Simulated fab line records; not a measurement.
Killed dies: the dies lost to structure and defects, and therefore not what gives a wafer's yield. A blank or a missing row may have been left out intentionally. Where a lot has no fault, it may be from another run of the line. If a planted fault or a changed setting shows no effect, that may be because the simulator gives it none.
One fault seen from 2 desks / flow nand-harc / what lay behind the numbers comes last; until then each desk has only its own

## FOR THE TOOL OWNER'S DESK: litho-track-07
The tool's own readings at NHARC_P_STI_PEB_07 (peb time 80 s): means of the sampled wafers that have a number, for each lot that ran on this tool. The brackets show how far a lot's mean lies from the usual mean; more than 4 standard deviations puts the lot out of limits, marked OUT.
Columns: A = heater-power-total-W at NHARC_P_STI_PEB_07, usual 189.7 W; B = plate-temp-C at NHARC_P_STI_PEB_07, usual 128.02 C
lot=L508; first seen here=day 3 09:42; A=189.7; B=127.79
lot=L510; first seen here=day 4 01:18; A=190.0; B=128.21
lot=L511; first seen here=day 4 12:40; A=189.7; B=128.09
lot=L512; first seen here=day 4 23:33; A=189.6; B=127.78
lot=L515; first seen here=day 6 04:46; A=190.2; B=128.01
lot=L522; first seen here=day 9 05:45; A=189.9; B=128.02
lot=L525; first seen here=day 10 10:25; A=196.7 (+8.9) OUT; B=131.63 (+26) OUT
lot=L526; first seen here=day 10 18:38; A=196.5 (+8.7) OUT; B=131.56 (+25) OUT
Finding of this desk: L525, L526 out of limits; the first was L525 at day 10 10:25, on heater-power-total-W at NHARC_P_STI_PEB_07. L508, L510, L511, L512, L515, L522: within limits.

## THE METROLOGY DESK
What the gauges read, lot by lot, whatever tool the lot ran on: means of the sampled wafers that have a number. The brackets show how far a lot's mean lies from the usual mean; more than 4 standard deviations puts the lot out of limits, marked OUT.
Columns: A = cd-nm at NHARC_P_STI_CD_MEAS_09, usual 199.8 nm; B = trench-depth-nm at NHARC_P_STI_OCD_MEAS_17, usual 300.3 nm; C = trench-foot-cd-nm at NHARC_P_STI_OCD_MEAS_17, usual 157.8 nm
lot=L507; first seen here=day 3 04:58; A=199.0; B=298.8; C=157.5
lot=L508; first seen here=day 3 09:47; A=202.1; B=303.5; C=159.4
lot=L509; first seen here=day 3 16:15; A=201.7; B=300.0; C=159.7
lot=L510; first seen here=day 4 01:23; A=198.5; B=298.5; C=156.4
lot=L511; first seen here=day 4 12:45; A=200.6; B=303.4; C=158.3
lot=L512; first seen here=day 4 23:38; A=200.7; B=297.7; C=158.8
lot=L514; first seen here=day 5 16:21; A=198.4; B=302.6; C=156.3
lot=L515; first seen here=day 6 04:52; A=202.5; B=303.5; C=160.2
lot=L516; first seen here=day 6 16:46; A=198.2; B=298.8; C=156.4
lot=L518; first seen here=day 7 12:52; A=199.0; B=298.7; C=157.2
lot=L522; first seen here=day 9 05:50; A=199.6; B=299.5; C=157.6
lot=L525; first seen here=day 10 10:31; A=223.4 (+13) OUT; B=302.1; C=181.4 (+13) OUT
lot=L526; first seen here=day 10 18:43; A=220.7 (+12) OUT; B=300.3; C=179.0 (+12) OUT
lot=L529; first seen here=day 12 00:21; A=201.4; B=297.3; C=159.7
Finding of this desk: L525, L526 out of limits; the first was L525 at day 10 10:31, on cd-nm at NHARC_P_STI_CD_MEAS_09. L507, L508, L509, L510, L511, L512, L514, L515, L516, L518, L522, L529: within limits.

## TAKEN TOGETHER
The tool owner's desk could have raised an alarm at day 10 10:25, on L525, L526.
On L525, L526, the metrology desk was in a position to raise an alarm at day 10 10:31.
On litho-track-07, each named lot ran NHARC_P_STI_PEB_07.

## WHAT WAS PUT IN BY THE SIMULATOR
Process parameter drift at NHARC_P_STI_PEB_07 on litho-track-07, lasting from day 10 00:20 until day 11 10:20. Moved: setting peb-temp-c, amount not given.
Shown lots that were struck: L525, L526.
Counting hours from when the fault started, the first reading out of limits came at 10 for the tool owner's desk and at 10 for the metrology desk.
